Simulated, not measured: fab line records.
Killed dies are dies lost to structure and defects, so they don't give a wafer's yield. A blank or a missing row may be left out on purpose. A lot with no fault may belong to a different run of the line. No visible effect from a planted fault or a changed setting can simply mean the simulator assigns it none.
fab line records	flow n5_finfet
[record] lots = 7	wafers = 21
route steps=1938 shown BEOL_M14@1722 BEOL_M15@1801 PASSIVATION@1929
start_h: the number of hours between the record's first day and the start of the first shown wafer of the lot	wait_h: hours elapsed since this lot's preceding step	" unchanged from the row above	L1.1+2: several wafers, shown together as one row	- no value present, or no start provided	* or withheld: withheld	< > ~ a bound
route shown NAME@n: names a module that has steps shown in the file, with the first one's number in the route	usual: mean and standard deviation over wafers with no fault	same: alike in all rows	chamber/n: place in a boat	sites: the reading at each site	_std_site: their standard deviation	_edge_site: the outer-site mean with the inner-site mean subtracted	radius_mm: how far each site lies from the wafer's centre	mask NAME#n: copy n	behind: the most recent tool/chamber to have shaped the wafer	hold: what put the lot on hold/how long, in hours/how the hold closed	device: whichever transistor did not switch (one of n, p or np)	end of line: the route-end tests of the same wafers	a step with no rows: only its recipe	killed: count of dies lost to structure and defects at first sort (not the wafer's yield)	map: a wafer's dies, x killed, . not, _ none there
set.NAME: setting as actually run; set.NAME@STEP: the setting as run at that earlier step	model.NAME: the simulator's own value behind a step, which no gauge read
lots where settings were altered on purpose, with a table for each step and a row for each wafer
[[steps]]
[step N5_BEOL_M14_EXPOSE_07]
[recipe] mask_id = V13	na = 0.8	source_shape = annular	sigma_inner = 0.5	sigma_outer = 0.8	polarization = unpolarized	attpsm_phase_deg = 180	dose_mj = 57
lot.wafer	tool	chamber	start_h	wait_h	mask	set.dose_mj
L078.3+4+6	krf_scanner-02	0	270.49	-	V13#0	57
L080.1+2	krf_scanner-02	0	275.64	-	V13#0	57
L080.6	"	0	"	"	V13#0	54.83
L082.1+3+6	krf_scanner-01	0	295.11	-	V13#0	57
L084.2+4	krf_scanner-02	0	301.97	-	V13#0	59.22
L084.3	"	0	"	"	V13#0	57
L087.2+3+6	krf_scanner-02	0	315.99	-	V13#0	57
L094.2+3+5	krf_scanner-01	0	375.56	-	V13#0	57
L093.1	krf_scanner-01	0	378.54	-	V13#0	58.52
L093.3+6	"	0	"	"	V13#0	57
[step N5_BEOL_M14_PEB_08]
[recipe] peb_temp_c = 130	peb_time_s = 90
[step N5_BEOL_M14_DEVELOP_09]
[recipe] develop_time_s = 45	rinse_liquid = diw	dry = air_spin	dev_temp_c = 21
[step N5_BEOL_M14_HARDBAKE_14]
[recipe] temp_c = 130	time_s = 120
[step N5_BEOL_M14_CD_MEAS_10]
[recipe] target_cd_nm = 250	landing_energy_ev = 500	detector = se_inlens	polarity = opening
[usual] cd_nm = 250.7/1.4
lot.wafer	tool	chamber	start_h	wait_h	set.dose_mj@BEOL_M14_EXPOSE_07	cd_nm
L078.3	cd_sem-03	0	270.65	-	57	251.0
L078.4	"	0	"	"	57	251.2
L078.6	"	0	"	"	57	250.1
L080.1	cd_sem-01	0	275.82	-	57	251.2
L080.2	"	0	"	"	57	250.0
L080.6	"	0	"	"	54.83	243.6
L082.1	cd_sem-02	0	295.28	-	57	252.1
L082.3	"	0	"	"	57	253.6
L082.6	"	0	"	"	57	252.9
L084.2	cd_sem-03	0	302.14	-	59.22	258.0
L084.3	"	0	"	"	57	252.6
L084.4	"	0	"	"	59.22	258.2
L087.2	cd_sem-01	0	316.16	-	57	252.0
L087.3	"	0	"	"	57	252.4
L087.6	"	0	"	"	57	251.7
L094.2	cd_sem-02	0	375.73	-	57	248.1
L094.3	"	0	"	"	57	247.6
L094.5	"	0	"	"	57	249.3
L093.1	cd_sem-01	0	378.72	-	58.52	256.5
L093.3	"	0	"	"	57	250.9
L093.6	"	0	"	"	57	253.2
[step N5_BEOL_M14_DESCUM_15]
[recipe] chemistry = O2	time_s = 7.9	source_power_w = 50	bias_power_w = 20	pressure_mtorr = 20	rf_frequency_hz = 2.712e+07	temp_c = 40	o2_flow_sccm = 225
[step N5_BEOL_M14_ETCH_59]
[recipe] chemistry = N2/H2	target = BARC	target_depth_a = 890	overetch_a = 267	time_s = 67.9	ion_energy_ev = 200	pressure_mtorr = 30	source_w = 840	bias_w = 150	n2_flow_sccm = 200	h2_flow_sccm = 200
[step N5_BEOL_M14_VIA_ETCH_16]
[recipe] chemistry = C4F8/O2/Ar	target = SiO2	he_inner_torr = 15	he_outer_torr = 30	target_depth_a = 12313	time_s = withheld	ion_energy_ev = 800	pressure_mtorr = 20	source_w = 1905	bias_w = 2040	Ar_flow_sccm = 400	C4F8_flow_sccm = 16	O2_flow_sccm = 12	ends = cleared
lot.wafer	tool	chamber	start_h	wait_h	set.time_s@BEOL_M14_ILD_DEP_00	model.etch.depth_nm	model.coat_of_BEOL_M14_COAT_04.thk_nm
L078.3	rie_diel-03	0	270.84	0.0	*	1119	453.2
L078.4	"	2	"	"	*	1107	456.2
L078.6	"	3	"	"	*	1144	449.2
L080.1	rie_diel-03	2	276.21	0.0	*	1082	461.2
L080.2	"	1	"	"	*	1104	456
L080.6	"	1	"	"	*	1118	453.6
L082.1	rie_diel-05	0	295.50	0.0	*	1116	449.8
L082.3	"	1	"	"	*	1108	456.4
L082.6	"	1	"	"	*	1114	452.4
L084.2	rie_diel-04	2	302.93	0.0	*	1112	457
L084.3	"	3	"	"	*	1121	455
L084.4	"	1	"	"	*	955.2	489
L087.2	rie_diel-04	0	316.33	0.0	*	1100	454.6
L087.3	"	2	"	"	*	1092	456.6
L087.6	"	0	"	"	*	1113	450.6
L094.2	rie_diel-04	2	375.91	0.0	*	1111	455.6
L094.3	"	0	"	"	*	1105	455.2
L094.5	"	2	"	"	*	1137	450.6
L093.1	rie_diel-04	3	378.90	0.0	*	1156	446.8
L093.3	"	0	"	"	*	1170	440.2
L093.6	"	1	"	"	*	1114	449.8
[step N5_BEOL_M14_STRIP_63]
[recipe] chemistry = O2	power_w = 600	temp_c = 60	pressure_mtorr = 30	rf_frequency_hz = 6e+07	bias_power_w = 0	overash_fraction = 0.3	o2_flow_sccm = 225
[step N5_BEOL_M14_STRIP_64]
[recipe] chemistry = O2	power_w = 600	temp_c = 60	pressure_mtorr = 30	rf_frequency_hz = 6e+07	bias_power_w = 0	overash_fraction = 0.3	o2_flow_sccm = 225
[step N5_BEOL_M14_STRIP_71]
[recipe] chemistry = post_etch_residue_remover	time_s = 60	temp_c = 25	remover_ph = withheld	remover_water_wt_pct = withheld	remover_fluoride_wt_pct = withheld
[step N5_BEOL_M14_SRD_72]
[recipe] time_s = 30	temp_c = 23	rinse_liquid = diw	dry = n2_spin	spin_rpm = 1500	dry_time_s = 30
[step N5_BEOL_M14_CD_MEAS_17]
[recipe] target_cd_nm = 250	polarity = opening
[usual] cd_nm = 251.4/1.6
lot.wafer	tool	chamber	start_h	wait_h	set.dose_mj@BEOL_M14_EXPOSE_07	cd_nm
L078.3	cd_sem-01	-	271.20	0.0	57	252.3
L078.4	"	-	"	"	57	251.8
L078.6	"	-	"	"	57	250.4
L080.1	cd_sem-02	-	276.56	0.0	57	250.4
L080.2	"	-	"	"	57	249.8
L080.6	"	-	"	"	54.83	242.8
L082.1	cd_sem-01	-	295.84	0.0	57	252.1
L082.3	"	-	"	"	57	253.0
L082.6	"	-	"	"	57	252.2
L084.2	cd_sem-01	-	303.33	0.0	59.22	259.2
L084.3	"	-	"	"	57	253.3
L084.4	"	-	"	"	59.22	258.3
L087.2	cd_sem-03	-	316.68	0.0	57	252.3
L087.3	"	-	"	"	57	251.7
L087.6	"	-	"	"	57	251.8
L094.2	cd_sem-01	-	376.26	0.0	57	248.1
L094.3	"	-	"	"	57	248.4
L094.5	"	-	"	"	57	250.0
L093.1	cd_sem-03	-	379.25	0.0	58.52	259.7
L093.3	"	-	"	"	57	252.8
L093.6	"	-	"	"	57	253.1
[step N5_BEOL_M14_COAT_65]
[recipe] resist = SOC	temp_c = 250	time_s = 60	spin_rpm = 1500	resist_thk_nm = 450
[step N5_BEOL_M14_COAT_66]
[recipe] resist = SiARC	temp_c = 220	time_s = 60	spin_rpm = 1500	resist_thk_nm = 110
[step N5_BEOL_M14_STRIP_37]
[recipe] chemistry = O2	power_w = 600	temp_c = 60	pressure_mtorr = 30	rf_frequency_hz = 6e+07	bias_power_w = 0	overash_fraction = 0.3	o2_flow_sccm = 225
[step N5_BEOL_M14_ETCH_38]
[recipe] chemistry = CF4/N2	target = SiCN	target_depth_a = 1065	taper_deg = 2	time_s = 120.6	ion_energy_ev = 150	mask_material = SiO2	pressure_mtorr = 40	source_w = 430	bias_w = 70	Ar_flow_sccm = 100	cf4_flow_sccm = 60	n2_flow_sccm = 60
lot.wafer	tool	chamber	start_h	wait_h	set.time_s@BEOL_M14_ILD_DEP_00	model.SiO2_of_BEOL_M14_ILD_DEP_00.thk_nm
L078.3	rie_diel-04	1	-	-	237.4	1054
L078.4	"	0	"	"	237.4	1041
L078.6	"	1	"	"	237.4	1078
L080.1	rie_diel-03	2	-	-	237.4	1017
L080.2	"	0	"	"	237.4	1038
L080.6	"	2	"	"	237.4	1053
L082.1	rie_diel-03	2	-	-	237.4	1050
L082.3	"	3	"	"	237.4	1044
L082.6	"	0	"	"	237.4	1047
L084.2	rie_diel-03	0	-	-	237.4	1046
L084.3	"	2	"	"	237.4	1057
L084.4	"	3	"	"	201.9	892
L087.2	rie_diel-05	0	-	-	237.4	1035
L087.3	"	3	"	"	237.4	1027
L087.6	"	0	"	"	237.4	1047
L094.2	rie_diel-05	2	-	-	237.4	1047
L094.3	"	3	"	"	237.4	1040
L094.5	"	1	"	"	237.4	1071
L093.1	rie_diel-05	0	-	-	250.2	1090
L093.3	"	2	"	"	250.2	1106
L093.6	"	2	"	"	237.4	1049
[step N5_BEOL_M15_PEB_26]
[recipe] peb_temp_c = 130	peb_time_s = 90
lot.wafer	tool	chamber	start_h	wait_h	set.peb_temp_c
L078.3	litho_track-04	0	277.16	0.0	130
L078.4+6	"	0	"	"	126.3
L080.1+6	litho_track-01	0	282.49	0.1	130
L080.2	"	0	"	"	132.6
L082.1+3+6	litho_track-01	0	304.98	0.1	130
L084.2+3	litho_track-01	0	312.45	0.0	130
L084.4	"	0	"	"	131
L087.2+3+6	litho_track-01	0	327.23	0.0	130
L094.2	litho_track-04	0	385.72	0.0	133.2
L094.3+5	"	0	"	"	130
L093.1+3	litho_track-01	0	386.22	0.1	132.3
L093.6	"	0	"	"	130
[step N5_BEOL_M15_DEVELOP_27]
[recipe] develop_time_s = 45	rinse_liquid = diw	dry = air_spin	dev_temp_c = 21
[step N5_BEOL_M15_HARDBAKE_32]
[recipe] temp_c = 130	time_s = 120
[step N5_BEOL_M15_CD_MEAS_28]
[recipe] target_cd_nm = 407.6	landing_energy_ev = 500	detector = se_inlens
[usual] cd_nm = 408.7/1.5
lot.wafer	tool	chamber	start_h	wait_h	set.peb_temp_c@BEOL_M15_PEB_26	cd_nm
L078.3	cd_sem-01	0	277.28	-	130	410.3
L078.4	"	0	"	"	126.3	391.8
L078.6	"	0	"	"	126.3	389.8
L080.1	cd_sem-02	0	282.61	-	130	406.1
L080.2	"	0	"	"	132.6	418.1
L080.6	"	0	"	"	130	407.0
L082.1	cd_sem-02	0	305.09	-	130	408.8
L082.3	"	0	"	"	130	408.7
L082.6	"	0	"	"	130	409.2
L084.2	cd_sem-02	0	312.56	-	130	410.7
L084.3	"	0	"	"	130	411.2
L084.4	"	0	"	"	131	413.9
L087.2	cd_sem-03	0	327.34	-	130	411.1
L087.3	"	0	"	"	130	409.9
L087.6	"	0	"	"	130	410.2
L094.2	cd_sem-01	0	385.83	-	133.2	422.2
L094.3	"	0	"	"	130	408.3
L094.5	"	0	"	"	130	409.1
L093.1	cd_sem-02	0	386.33	-	132.3	418.8
L093.3	"	0	"	"	132.3	420.2
L093.6	"	0	"	"	130	408.6
[step N5_BEOL_M15_DESCUM_33]
[recipe] chemistry = O2	time_s = 7.9	source_power_w = 50	bias_power_w = 20	pressure_mtorr = 20	rf_frequency_hz = 2.712e+07	temp_c = 40	o2_flow_sccm = 225
lot.wafer	tool	chamber	start_h	wait_h	set.peb_temp_c@BEOL_M15_PEB_26	model.BEOL_M15.cd_nm
L078.3	rie_diel-01	0	277.49	0.2	130	410.2
L078.4	"	2	"	"	126.3	391.8
L078.6	"	1	"	"	126.3	390
L080.1	rie_diel-02	0	282.72	0.1	130	406.4
L080.2	"	1	"	"	132.6	417.8
L080.6	"	3	"	"	130	407
L082.1	rie_diel-02	1	305.18	0.0	130	408.2
L082.3+6	"	2,3	"	"	130	408.8
L084.2	rie_diel-02	0	312.65	0.0	130	410.6
L084.3	"	3	"	"	130	411
L084.4	"	2	"	"	131	413.8
L087.2	rie_diel-01	1	327.74	0.3	130	411
L087.3	"	0	"	"	130	409.6
L087.6	"	2	"	"	130	410
L094.2	rie_diel-01	3	386.23	0.3	133.2	422
L094.3+5	"	2,1	"	"	130	409
L093.1	rie_diel-02	0	386.50	0.1	132.3	418.4
L093.3	"	3	"	"	132.3	420
L093.6	"	1	"	"	130	408.6
[step N5_BEOL_M15_TRENCH_ETCH_34]
[recipe] chemistry = C4F8/O2/Ar	target = SiO2	target_depth_a = 8729.3	he_inner_torr = 15	he_outer_torr = 30	time_s = 199	ion_energy_ev = 800	pressure_mtorr = 20	source_w = 1905	bias_w = 2040	Ar_flow_sccm = 400	C4F8_flow_sccm = 16	O2_flow_sccm = 12
lot.wafer	tool	chamber	start_h	wait_h	set.time_s	set.peb_temp_c@BEOL_M15_PEB_26	model.etch.depth_nm	model.coat_of_BEOL_M15_COAT_22.thk_nm	model.BEOL_M15.cd_nm
L078.3	rie_diel-01	0	277.58	0.0	199	130	865.3	545.6	404
L078.4	"	2	"	"	199	126.3	876.7	539.4	384.8
L078.6	"	1	"	"	199	126.3	861.6	546.8	383.2
L080.1	rie_diel-02	0	282.81	0.0	231.5	130	1014	518.2	400.4
L080.2	"	1	"	"	231.5	132.6	1027	514.8	412.4
L080.6	"	3	"	"	199	130	858.3	549.2	400.6
L082.1	rie_diel-02	1	305.27	0.0	199	130	876.9	544.6	400.2
L082.3	"	2	"	"	199	130	877.5	541.8	401
L082.6	"	3	"	"	199	130	854.8	547.6	401.6
L084.2	rie_diel-02	0	312.74	0.0	210.9	130	917.2	533	406
L084.3	"	3	"	"	210.9	130	906.7	535.8	403.8
L084.4	"	2	"	"	199	131	868.7	541.4	407
L087.2	rie_diel-01	1	327.83	0.0	199	130	859.1	546.6	403.8
L087.3	"	0	"	"	226.2	130	977.9	524.8	403
L087.6	"	2	"	"	199	130	878.1	541.4	401.8
L094.2	rie_diel-01	3	386.32	0.0	199	133.2	864	545.6	414
L094.3	"	2	"	"	156	130	687.5	579.8	399.2
L094.5	"	1	"	"	156	130	669.7	583.8	400.8
L093.1	rie_diel-02	0	386.59	0.0	220.5	132.3	981.3	521.6	411.8
L093.3	"	3	"	"	199	132.3	869.3	545.2	413
L093.6	"	1	"	"	220.5	130	977.1	523.8	402.4
[step N5_BEOL_M15_STRIP_36]
[recipe] chemistry = O2	power_w = 600	temp_c = 60	pressure_mtorr = 30	rf_frequency_hz = 6e+07	bias_power_w = 0	overash_fraction = 0.3	o2_flow_sccm = 225
[step N5_BEOL_M15_STRIP_62]
[recipe] chemistry = O2	power_w = 600	temp_c = 60	pressure_mtorr = 30	rf_frequency_hz = 6e+07	bias_power_w = 0	overash_fraction = 0.3	o2_flow_sccm = 225
[step N5_BEOL_M15_STRIP_37]
[recipe] chemistry = O2	power_w = 600	temp_c = 60	pressure_mtorr = 30	rf_frequency_hz = 6e+07	bias_power_w = 0	overash_fraction = 0.3	o2_flow_sccm = 225
[step N5_BEOL_M15_ETCH_38]
[recipe] chemistry = CF4/N2	target = SiCN	target_depth_a = 1064	taper_deg = 2	time_s = 120.5	ion_energy_ev = 150	mask_material = SiO2	pressure_mtorr = 40	source_w = 430	bias_w = 70	Ar_flow_sccm = 100	cf4_flow_sccm = 60	n2_flow_sccm = 60
lot.wafer	tool	chamber	start_h	wait_h	set.peb_temp_c@BEOL_M15_PEB_26	model.BEOL_M15.cd_nm
L078.3	rie_diel-01	1	-	-	130	404
L078.4	"	0	"	"	126.3	384.8
L078.6	"	0	"	"	126.3	383.2
L080.1	rie_diel-01	1	-	-	130	400.4
L080.2	"	0	"	"	132.6	412.4
L080.6	"	2	"	"	130	400.6
L082.1	rie_diel-06	1	-	-	130	400.4
L082.3	"	3	"	"	130	401.2
L082.6	"	3	"	"	130	401.8
L084.2	rie_diel-02	3	-	-	130	406
L084.3	"	1	"	"	130	404
L084.4	"	0	"	"	131	407
L087.2	rie_diel-01	0	-	-	130	403.6
L087.3	"	3	"	"	130	402.8
L087.6	"	2	"	"	130	401.8
L094.2	rie_diel-01	0	-	-	133.2	414
L094.3	"	1	"	"	130	399.2
L094.5	"	2	"	"	130	400.8
L093.1	rie_diel-02	2	-	-	132.3	411.8
L093.3	"	1	"	"	132.3	413
L093.6	"	1	"	"	130	402.4
[step N5_BEOL_M15_PRECLEAN_39]
[recipe] chemistry = residue_remover	time_s = 60	temp_c = 40
[step N5_BEOL_M15_SRD_40]
[recipe] time_s = 30	temp_c = 23	rinse_liquid = diw	dry = n2_spin	spin_rpm = 1500	dry_time_s = 30
[step N5_BEOL_M15_ECD_47]
[recipe] material = Cu	target_thk_a = 18600
[step N5_BEOL_M15_ANNEAL_48]
[recipe] temp_c = 225	time_s = 90	ambient = N2
[step N5_BEOL_M15_CMP_49]
[recipe] stop_on = SiO2	t_overpolish_s = 4.9	down_force_psi = 2	platen_rpm = 80	clearing_platen_down_force_psi = 2	clearing_platen_rpm = 80	post_cmp_clean = cu_alkaline	target_thk_nm = 850	clearing_platen_pad_velocity_m_s = 1.5917	pad_velocity_m_s = 1.5917
lot.wafer	tool	chamber	start_h	wait_h	set.time_s@BEOL_M15_TRENCH_ETCH_34	model.Cu_of_BEOL_M15_ECD_47.thk_nm
L078.4	cmp-04	3	280.40	0.1	199	852.6
L078.3	"	2	"	"	199	841.8
L078.6	"	0	"	"	199	836.8
L080.2	cmp-04	0	290.26	0.3	231.5	1005
L080.1	"	1	"	"	231.5	992.4
L080.6	"	3	"	"	199	836
L082.3	cmp-01	2	310.33	0.2	199	853.2
L082.1	"	0	"	"	199	852.2
L082.6	"	2	"	"	199	831.4
L084.3	cmp-03	3	315.79	0.2	210.9	883
L084.2	"	0	"	"	210.9	893.8
L084.4	"	1	"	"	199	846.6
L087.3	cmp-01	1	330.46	0.2	226.2	955.4
L087.2	"	2	"	"	199	837.2
L087.6	"	1	"	"	199	854.8
L094.3	cmp-04	2	391.17	0.2	156	664.2
L094.2	"	0	"	"	199	841
L094.5	"	1	"	"	156	648.2
L093.3	cmp-01	2	393.56	0.2	199	845.6
L093.1	"	1	"	"	220.5	958.8
L093.6	"	2	"	"	220.5	953.2
[step N5_BEOL_M15_THK_MEAS_50]
[recipe] thk_meas_gauge = xrf	reads = Cu_of_BEOL_M15_ECD_47
[usual] M15_THK = 855/12
lot.wafer	tool	chamber	start_h	wait_h	set.time_s@BEOL_M15_TRENCH_ETCH_34	M15_THK[nm]
L078.3	film_metro-02	-	280.69	-	199	853
L078.4	"	-	"	"	199	861
L078.6	"	-	"	"	199	844
L080.1	film_metro-01	-	290.48	-	231.5	998
L080.2	"	-	"	"	231.5	1005
L080.6	"	-	"	"	199	835
L082.1	film_metro-01	-	310.62	-	199	858
L082.3	"	-	"	"	199	860
L082.6	"	-	"	"	199	837
L084.2	film_metro-02	-	316.04	-	210.9	905
L084.3	"	-	"	"	210.9	892
L084.4	"	-	"	"	199	859
L087.2	film_metro-02	-	330.76	-	199	848
L087.3	"	-	"	"	226.2	965
L087.6	"	-	"	"	199	866
L094.2	film_metro-01	-	391.43	-	199	844
L094.3	"	-	"	"	156	663
L094.5	"	-	"	"	156	649
L093.1	film_metro-01	-	393.85	-	220.5	960
L093.3	"	-	"	"	199	847
L093.6	"	-	"	"	220.5	958
[step N5_BEOL_M15_PRE_CLEAN_52]
[recipe] gas = NH3	time_s = 15	temp_c = withheld	rf_power_w = 300
[step N5_BEOL_M15_DEP_53]
[recipe] material = SiCN	target_thk_a = 500	temp_c = withheld	precursor = 3MS/NH3	pressure_torr = 3	rf_w = 675	time_s = 17.8
[step N5_BEOL_M15_RS_MEAS_54]
[recipe] thk_meas_gauge = four-point-probe	reads = Cu_of_BEOL_M15_ECD_47+Ta_of_BEOL_M15_SPUTTER_44+TaN_of_BEOL_M15_SPUTTER_43
[usual] M15_RS = 0.02158/0.00028
lot.wafer	tool	chamber	start_h	wait_h	set.time_s@BEOL_M15_TRENCH_ETCH_34	M15_RS[ohm/sq]
L078.3	film_metro-01	-	280.82	0.1	199	0.02172
L078.4	"	-	"	"	199	0.02144
L078.6	"	-	"	"	199	0.02183
L080.1	film_metro-02	-	290.61	0.0	231.5	0.0184
L080.2	"	-	"	"	231.5	0.01819
L080.6	"	-	"	"	199	0.02193
L082.1	film_metro-02	-	310.75	0.0	199	0.02145
L082.3	"	-	"	"	199	0.02142
L082.6	"	-	"	"	199	0.02204
L084.2	film_metro-02	-	316.17	0.1	210.9	0.02045
L084.3	"	-	"	"	210.9	0.02073
L084.4	"	-	"	"	199	0.02165
L087.2	film_metro-02	-	330.89	0.1	199	0.02187
L087.3	"	-	"	"	226.2	0.01911
L087.6	"	-	"	"	199	0.02142
L094.2	film_metro-01	-	391.56	0.1	199	0.02174
L094.3	"	-	"	"	156	0.02756
L094.5	"	-	"	"	156	0.02831
L093.1	film_metro-01	-	393.98	0.0	220.5	0.01903
L093.3	"	-	"	"	199	0.02158
L093.6	"	-	"	"	220.5	0.01913
[step N5_PASSIVATION_PASS_ETCH_47]
[recipe] chemistry = CF4/O2	target = SiNx	target_depth_a = 7700	time_s = 385	ion_energy_ev = 100	pressure_mtorr = 40	source_w = 535	bias_w = 49	Ar_flow_sccm = 100	cf4_flow_sccm = 100	O2_flow_sccm = 10
[usual] rf_vpp_V = 241.2/2.9
lot.wafer	tool	chamber	start_h	wait_h	set.source_w	rf_vpp_V	model.etch.depth_nm
L078.3	rie_diel-04	0	290.63	0.0	535	244.4	780.3
L078.4	"	3	"	"	629.1	222.3	899
L078.6	"	0	"	"	629.1	225.3	913.3
L080.1	rie_diel-04	2	302.28	0.0	535	241.4	757.9
L080.2	"	3	"	"	448.1	263.2	660.4
L080.6	"	0	"	"	448.1	268.2	676.2
L082.1	rie_diel-03	1	325.86	0.0	535	235.5	777.1
L082.3	"	2	"	"	535	241.4	781.1
L082.6	"	3	"	"	535	241.7	755.5
L084.2	rie_diel-03	0	330.82	0.0	497	252.7	735.8
L084.3	"	2	"	"	497	251.9	729.1
L084.4	"	1	"	"	535	236.4	774.5
L087.2	rie_diel-04	1	342.97	0.0	535	238.6	776.6
L087.3	"	0	"	"	535	243.4	776.3
L087.6	"	3	"	"	623.8	220.1	879.5
L094.2	rie_diel-04	1	407.01	0.0	535	239.9	782.2
L094.3	"	3	"	"	595.6	227.0	860.6
L094.5	"	1	"	"	535	239.2	779.5
L093.1	rie_diel-03	0	407.75	0.0	535	244.3	779.6
L093.3	"	3	"	"	562.5	233.7	821.8
L093.6	"	0	"	"	562.5	238.4	817.4
[[key]]
[split] step = N5_BEOL_M14_EXPOSE_07	setting = dose_mj	stated = 57	by = wafer
[response] step = N5_BEOL_M14_CD_MEAS_10	reading = cd_nm	change = +1.64	per = 1%	r = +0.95
[response] step = N5_BEOL_M14_CD_MEAS_17	reading = cd_nm	change = +1.82	per = 1%	r = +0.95
[split] step = N5_BEOL_M15_PEB_26	setting = peb_temp_c	stated = 130	by = wafer
[response] step = N5_BEOL_M15_CD_MEAS_28	reading = cd_nm	change = +6.1	per = 1%	r = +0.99
[response] step = N5_BEOL_M15_DESCUM_33	reading = model.BEOL_M15.cd_nm	change = +5.95	per = 1%	r = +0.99
[response] step = N5_BEOL_M15_TRENCH_ETCH_34	reading = model.BEOL_M15.cd_nm	change = +6.15	per = 1%	r = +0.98
[response] step = N5_BEOL_M15_ETCH_38	reading = model.BEOL_M15.cd_nm	change = +6.14	per = 1%	r = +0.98
[split] step = N5_BEOL_M15_TRENCH_ETCH_34	setting = time_s	stated = 199	by = wafer
[response] step = N5_BEOL_M15_TRENCH_ETCH_34	reading = model.etch.depth_nm	change = +8.95	per = 1%	r = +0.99
[response] step = N5_BEOL_M15_TRENCH_ETCH_34	reading = model.coat_of_BEOL_M15_COAT_22.thk_nm	change = -1.74	per = 1%	r = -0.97
[response] step = N5_BEOL_M15_CMP_49	reading = model.Cu_of_BEOL_M15_ECD_47.thk_nm	change = +8.93	per = 1%	r = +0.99
[response] step = N5_BEOL_M15_THK_MEAS_50	reading = M15_THK	change = +9.03	per = 1%	r = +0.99
[response] step = N5_BEOL_M15_RS_MEAS_54	reading = M15_RS	change = -0.000244	per = 1%	r = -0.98
[split] step = N5_PASSIVATION_PASS_ETCH_47	setting = source_w	stated = 535	by = wafer
[response] step = N5_PASSIVATION_PASS_ETCH_47	reading = rf_vpp_V	change = -1.33	per = 1%	r = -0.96
[response] step = N5_PASSIVATION_PASS_ETCH_47	reading = model.etch.depth_nm	change = +6.44	per = 1%	r = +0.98
split outside_this_file step=N5_BEOL_M14_ILD_DEP_00 setting=time_s
// split outside_this_file: this setting was split too, and the file shows its column; the key of that split is in another file
